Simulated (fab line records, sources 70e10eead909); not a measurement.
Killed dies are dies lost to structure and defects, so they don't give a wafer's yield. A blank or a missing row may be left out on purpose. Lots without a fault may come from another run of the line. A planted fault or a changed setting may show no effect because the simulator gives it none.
A struck lot beside a sound one | flow nand_harc | 14 steps out of a route of 1159
Sound: wafers L214.1, L214.2, L214.4. Struck: wafers L222.3, L222.5, L222.6. The cause comes at the end.
At each step with rows: each side's tool, then ch and its chambers, then its first start. Under that, the readings that differ: sound wafers | struck wafers | difference of the means | sigmas: that difference in standard deviations of wafers without a fault.
alike: readings whose means differ by less than 2 such deviations, and words and numbers that are the same on both sides. not compared: withheld readings, readings that some wafer has no value for, bounds like >300 that may hide the same value, and numbers for which the record gives no deviation and whose values overlap.
The two part at a step that has a row with sigmas, a row that says differs or no value, or rows on one side only. Numbers that don't overlap but have no deviation are shown without sigmas and don't part them. A reading that every wafer of one side lacks parts them only if that side has two wafers or more.

first, 5 steps without rows for these wafers: NHARC_A_ZERO_WELL_SOFTBAKE_05 (time 70 s); NHARC_A_ZERO_WELL_EBR_06; NHARC_A_ZERO_WELL_EXPOSE_07 (exposes mask A ZERO); NHARC_A_ZERO_WELL_PEB_08 (peb time 80 s); NHARC_A_ZERO_WELL_DEVELOP_09 (time 50 s).
NHARC_A_ZERO_WELL_CD_MEAS_10: target cd 2000 nm.
  sound on cd_sem-03 ch 0, day 7 11:22; struck on cd_sem-01 ch 0, day 9 21:52
  alike: cd_nm
then, 1 step without rows for these wafers: NHARC_A_ZERO_WELL_HARDBAKE_11 (time 65 s).
NHARC_A_ZERO_WELL_DESCUM_12: chemistry O2, time 3 s.
  sound on rie_diel-12 ch 0,1,2, day 7 11:32; struck on rie_diel-12 ch 1,2,3, day 9 22:02
  alike: drypump_motor_current_A, oes_product_au, rf_vpp_V, showerhead_plenum_p_Torr, throttle_valve_pct
  not compared: rf_hours_counter_h
NHARC_A_ZERO_WELL_ETCH_19: etches the open film in N2/H2, target depth 80 nm, overetch 24 nm, time 87.88 s.
  sound on rie_diel-12 ch 0,1,2, day 7 11:37; struck on rie_diel-12 ch 1,2, day 9 22:06
  alike: drypump_motor_current_A, oes_product_au, rf_vpp_V, showerhead_plenum_p_Torr, throttle_valve_pct
  not compared: rf_hours_counter_h
NHARC_A_ZERO_WELL_ETCH_13: etches the open film in HBr/Cl2, target depth 120 nm, time 40.1 s.
  sound on rie_si-01 ch 0,2,3, day 7 11:44; struck on rie_si-03 ch 0,3, day 9 22:14
  alike: drypump_motor_current_A, oes_product_au, throttle_valve_pct
  not compared: rf_hours_counter_h
then, 1 step without rows for these wafers: NHARC_A_ZERO_WELL_STRIP_14 (strips in SPM, time 900 s).
NHARC_A_ZERO_WELL_IMPLANT_15:
  sound on implanter-02 ch 0, day 7 12:17; struck on implanter-01 ch 0, day 9 23:26
  alike: tilt_deg
then, 1 step without rows for these wafers: NHARC_A_ZERO_WELL_PRECLEAN_22 (cleans in SC1, time 60 s).
-- the record jumps here: 12 days lie between the struck wafers' starts before and after (it left off in module A_ZERO_WELL and takes up again in module END, whose first step shown is number 1159 of the route) --
NHARC_END_SORT_01:
  sound on prober-01 ch 0, day 20 08:01; struck on prober-02 ch 0, day 22 03:27
  alike: killed_at_array, killed_at_other, killed_at_periphery, killed_dies, killed_open, killed_short

WHERE THEY PART
Nowhere in this record.

WHY: what the simulator had put in
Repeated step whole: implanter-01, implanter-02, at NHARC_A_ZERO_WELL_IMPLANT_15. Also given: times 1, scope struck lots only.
